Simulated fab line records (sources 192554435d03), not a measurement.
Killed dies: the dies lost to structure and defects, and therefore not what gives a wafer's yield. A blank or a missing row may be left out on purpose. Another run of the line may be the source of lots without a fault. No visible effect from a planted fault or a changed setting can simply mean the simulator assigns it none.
Check of tool commonality | flow n5Finfet | 9 lots and 23 wafers in the sample

== WHY THIS WAS OPENED ==
On 1 of the 9 lots, a flag is raised at N5_BEOL_M10_OCD_MEAS_38 on the reading trenchDepthNm. No-fault wafers: 149 nm, standard deviation 3.6.
Rule: a lot gets a flag if all its wafers with a number sit over 4 standard deviations from that mean, or if no wafer of it has a number. As for the other lots, they are considered sound.

lot  | measured     | on     | trenchDepthNm (nm), wafer by wafer | flag
L860 | day 9 18:13  | ocd-02 | 154 153 153                        | 
L862 | day 10 07:41 | ocd-01 | 143 154                            | 
L871 | day 12 15:09 | ocd-01 | 173                                | FLAGGED
L870 | day 12 17:19 | ocd-01 | 149 154                            | 
L873 | day 13 08:25 | ocd-01 | 155 153 145                        | 
L876 | day 14 01:42 | ocd-02 | 143 151 150                        | 
L880 | day 15 09:28 | ocd-02 | 144 154 147                        | 
L879 | day 15 10:39 | ocd-01 | 147 152 144                        | 
L883 | day 15 22:40 | ocd-02 | 150 152 149                        | 
Average over the flagged lots: 173 nm; offset from the usual +24 nm, equal to +7 standard deviations.

== WHICH TOOL EACH LOT WENT THROUGH ==
4 process steps preceding the reading are held in the record, out of 1938 steps in the route. Read each cell as the tool, then ch plus the chambers that the sampled wafers visited, then the start.
lot  | flag    | N5_BEOL_M10_ETCH_62               | N5_BEOL_M10_STRIP_19              | N5_BEOL_M10_ETCH_65               | N5_BEOL_M10_TRENCH_ETCH_37
L860 |         | rieDiel-04 ch 0,1,2, day 9 15:44  | rieDiel-05 ch 0,2,3, day 9 16:02  | rieDiel-06 ch 2,3, day 9 17:46    | rieDiel-06 ch 2,3, day 9 18:02
L862 |         | rieDiel-06 ch 0,2, day 10 04:53   | rieDiel-05 ch 1,3, day 10 05:16   | rieDiel-06 ch 0,3, day 10 07:13   | rieDiel-06 ch 0,3, day 10 07:30
L871 | FLAGGED | rieDiel-05 ch 3, day 12 11:08     | rieDiel-04 ch 3, day 12 11:31     | rieDiel-06 ch 0, day 12 14:43     | rieDiel-06 ch 0, day 12 14:59
L870 |         | rieDiel-04 ch 0, day 12 15:57     | rieDiel-04 ch 2,3, day 12 16:14   | rieDiel-05 ch 1,3, day 12 16:51   | rieDiel-05 ch 1,3, day 12 17:07
L873 |         | rieDiel-04 ch 0,1,3, day 13 07:08 | rieDiel-04 ch 0,2,3, day 13 07:28 | rieDiel-04 ch 0,1,2, day 13 07:57 | rieDiel-04 ch 0,1,2, day 13 08:14
L876 |         | rieDiel-05 ch 1,3, day 13 23:18   | rieDiel-05 ch 0,3, day 13 23:44   | rieDiel-04 ch 1,2,3, day 14 01:14 | rieDiel-04 ch 1,2,3, day 14 01:31
L880 |         | rieDiel-06 ch 0,1,3, day 15 05:49 | rieDiel-05 ch 1,3, day 15 06:09   | rieDiel-04 ch 0,2,3, day 15 09:00 | rieDiel-04 ch 0,2,3, day 15 09:17
L879 |         | rieDiel-05 ch 1,2,3, day 15 05:39 | rieDiel-06 ch 1,2,3, day 15 05:59 | rieDiel-04 ch 1,2,3, day 15 10:12 | rieDiel-04 ch 1,2,3, day 15 10:28
L883 |         | rieDiel-04 ch 0,2, day 15 20:58   | rieDiel-04 ch 0,2,3, day 15 21:16 | rieDiel-05 ch 1,2, day 15 22:13   | rieDiel-05 ch 1,2, day 15 22:29
What the steps here do:
- N5_BEOL_M10_ETCH_62: etches SOC in N2/H2, target depth 110 nm, overetch 22 nm, time 165 s.
- N5_BEOL_M10_STRIP_19: strips in O2.
- N5_BEOL_M10_ETCH_65: etches SiARC in CF4, target depth 39 nm, time 65 s.
- N5_BEOL_M10_TRENCH_ETCH_37: etches SiCOH lowk in C4F6/O2, target depth 148.83 nm, time 48 s.
- N5_BEOL_M10_OCD_MEAS_38

== FLAGGED OVER TOTAL, TOOL BY TOOL (the gauges that took the reading come last) ==
step                       | tool       | lots run | flagged | share of the flagged lots | sound lots run after its first flagged lot
N5_BEOL_M10_ETCH_62        | rieDiel-04 | 4        | 0       | none                      | -
N5_BEOL_M10_ETCH_62        | rieDiel-05 | 3        | 1       | all                       | 2 (L876,L879)
N5_BEOL_M10_ETCH_62        | rieDiel-06 | 2        | 0       | none                      | -
N5_BEOL_M10_STRIP_19       | rieDiel-04 | 4        | 1       | all                       | 3 (L870,L873,L883)
N5_BEOL_M10_STRIP_19       | rieDiel-05 | 4        | 0       | none                      | -
N5_BEOL_M10_STRIP_19       | rieDiel-06 | 1        | 0       | none                      | -
N5_BEOL_M10_ETCH_65        | rieDiel-04 | 4        | 0       | none                      | -
N5_BEOL_M10_ETCH_65        | rieDiel-05 | 2        | 0       | none                      | -
N5_BEOL_M10_ETCH_65        | rieDiel-06 | 3        | 1       | all                       | 0
N5_BEOL_M10_TRENCH_ETCH_37 | rieDiel-04 | 4        | 0       | none                      | -
N5_BEOL_M10_TRENCH_ETCH_37 | rieDiel-05 | 2        | 0       | none                      | -
N5_BEOL_M10_TRENCH_ETCH_37 | rieDiel-06 | 3        | 1       | all                       | 0
N5_BEOL_M10_OCD_MEAS_38    | ocd-01     | 5        | 1       | all                       | 3 (L870,L873,L879)
N5_BEOL_M10_OCD_MEAS_38    | ocd-02     | 4        | 0       | none                      | -

== THE TABLE: WHAT IT ALLOWS ==
5 rows of the table ran every flagged lot: rieDiel-05 at N5_BEOL_M10_ETCH_62, rieDiel-04 at N5_BEOL_M10_STRIP_19, rieDiel-06 at N5_BEOL_M10_ETCH_65, rieDiel-06 at N5_BEOL_M10_TRENCH_ETCH_37, ocd-01 at N5_BEOL_M10_OCD_MEAS_38.
- rieDiel-05 at N5_BEOL_M10_ETCH_62: 1 of its 3 lots flagged. Sound lots followed the first flagged one (L876, L879) on it, something a lasting fault affecting the whole tool could not allow.
- rieDiel-04 at N5_BEOL_M10_STRIP_19: 1 of its 4 lots flagged. Sound lots followed the first flagged one (L870, L873, L883) on it, something a lasting fault affecting the whole tool could not allow.
- rieDiel-06 at N5_BEOL_M10_ETCH_65: 1 of its 3 lots flagged. A fault beginning between L862 (day 10 07:13), its last sound lot, and L871 (day 12 14:43), its first flagged one, fits the data.
- rieDiel-06 at N5_BEOL_M10_TRENCH_ETCH_37: 1 of its 3 lots flagged. A fault beginning between L862 (day 10 07:30), its last sound lot, and L871 (day 12 14:59), its first flagged one, fits the data. Its own readings lie more than 4 standard deviations out on every wafer of the flagged lots: rfFwdPowerW.
- ocd-01 at N5_BEOL_M10_OCD_MEAS_38: 1 of its 5 lots flagged. Sound lots followed the first flagged one (L870, L873, L879) on it, something a lasting fault affecting the whole tool could not allow.
Just one tool remains: rieDiel-06 at N5_BEOL_M10_ETCH_65 and N5_BEOL_M10_TRENCH_ETCH_37.

== WHAT THE SIMULATOR HAD INSERTED ==
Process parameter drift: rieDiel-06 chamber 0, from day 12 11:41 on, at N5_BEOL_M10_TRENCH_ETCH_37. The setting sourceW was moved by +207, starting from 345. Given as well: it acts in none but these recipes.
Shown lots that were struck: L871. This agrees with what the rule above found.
